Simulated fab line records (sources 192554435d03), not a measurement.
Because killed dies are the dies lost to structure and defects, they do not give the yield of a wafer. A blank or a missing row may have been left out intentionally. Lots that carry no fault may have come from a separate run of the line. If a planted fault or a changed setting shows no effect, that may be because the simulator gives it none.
Code-filled problem report in 8D (eight disciplines) form    flow n5Finfet    the parts of the form that need people (team, actions taken, sign-off) are left out

1. THE ISSUE
biasW at N5_BEOL_M9_TRENCH_ETCH_37 reads a mean of 196.2 W on 1 wafer of 1 lot; wafers without a fault read 185.0 W with a standard deviation of 0.56. That puts it +20 standard deviations away from the usual mean.
The step: etches SiCOH lowk in C4F6/O2, target depth 151.43 nm, time 49 s.
Seen first at day 13 17:04 on rieDiel-01, wafer L605.1. At this step, 31 wafers from 11 lots have a number in the record. Rule for "out", or "out of limits": more than 4 standard deviations from the usual mean. The other wafers with a number count as sound.

2. WHAT THIS IS AND IS NOT
question                     is                 is not
which readings at this step  biasW              drypumpMotorCurrentA, oesProductAu, rfVppV, showerheadPlenumPTorr, throttleValvePct
which lots                   L605               L596, L597, L599, L600, L601, L607, L608, L609, L610, L616
which wafers of those lots   L605.1             L605.2
read on which tools          rieDiel-01         rieDiel-02, rieDiel-05
when                         from day 13 17:04  up to then (16 sound wafers); but 14 sound wafers of L607, L608, L609, L610, L616 came after

3. SUSPECTS, AND WHAT RULES EACH OUT
Counting: if a tool at a process step up to the reading ran every lot that is out, it stays a suspect. Sound lots after the first of them don't rule it out here, since some wafers of a struck lot are sound.
- rieDiel-05 at N5_BEOL_M9_DESCUM_16 (chemistry O2, time 7.9 s): kept. It processed L605, the lot that is out, at day 13 15:03, and its most recent sound lot before then was L597 at day 11 12:15.
- rieDiel-01 at N5_BEOL_M9_ETCH_66 (etches SOC in N2/H2, target depth 80 nm, overetch 16 nm, time 120 s): kept. It processed L605, the lot that is out, at day 13 16:52, and its most recent sound lot before then was L600 at day 12 08:33.
- rieDiel-01 at N5_BEOL_M9_TRENCH_ETCH_37 (etches SiCOH lowk in C4F6/O2, target depth 151.43 nm, time 49 s): kept. It processed L605, the lot that is out, at day 13 17:04, and its most recent sound lot before then was L600 at day 12 08:45. Out on those wafers are its own readings of biasW.
- The sound lot-mates ran in chamber 3 of rieDiel-05 at N5_BEOL_M9_DESCUM_16, but the wafers that are out ran in chamber 2.
- The sound lot-mates ran in chamber 2 of rieDiel-01 at N5_BEOL_M9_ETCH_66, but the wafers that are out ran in chamber 1.
- The sound lot-mates ran in chamber 2 of rieDiel-01 at N5_BEOL_M9_TRENCH_ETCH_37, but the wafers that are out ran in chamber 1.
rieDiel-05 at N5_BEOL_M9_DESCUM_16, rieDiel-01 at N5_BEOL_M9_ETCH_66 and rieDiel-01 at N5_BEOL_M9_TRENCH_ETCH_37 are what is left after counting.

4. THE CAUSE (what the simulator had put in)
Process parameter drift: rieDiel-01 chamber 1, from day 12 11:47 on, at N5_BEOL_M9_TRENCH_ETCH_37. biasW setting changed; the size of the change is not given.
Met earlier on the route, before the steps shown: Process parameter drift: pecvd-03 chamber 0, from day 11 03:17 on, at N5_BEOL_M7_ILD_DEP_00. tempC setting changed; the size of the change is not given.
This tool is one of the 3 suspects left after counting.

5. THE CHAIN OF EFFECTS, in route order
One row per reading whose mean, taken over the struck wafers that have a number, lies over 3 standard deviations from the usual. Only readings for which the record gives a usual standard deviation are gone through. hours: the time from each lot's start at the first step in this table that gives one to its start at this step, as a median over the lots. sigmas: the change in usual standard deviations.
hours  step                       reading  usual    on struck wafers  change  sigmas
0      N5_BEOL_M9_TRENCH_ETCH_37  biasW    185.0 W  196.2             +11.2   +20
Here are the process steps it includes:
- N5_BEOL_M9_TRENCH_ETCH_37: etches SiCOH lowk in C4F6/O2, target depth 151.43 nm, time 49 s.

6. WHAT WOULD HAVE CAUGHT IT SOONER
In this record no reading fell out of limits until day 13 17:04, 29 hours after the fault had begun at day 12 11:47.
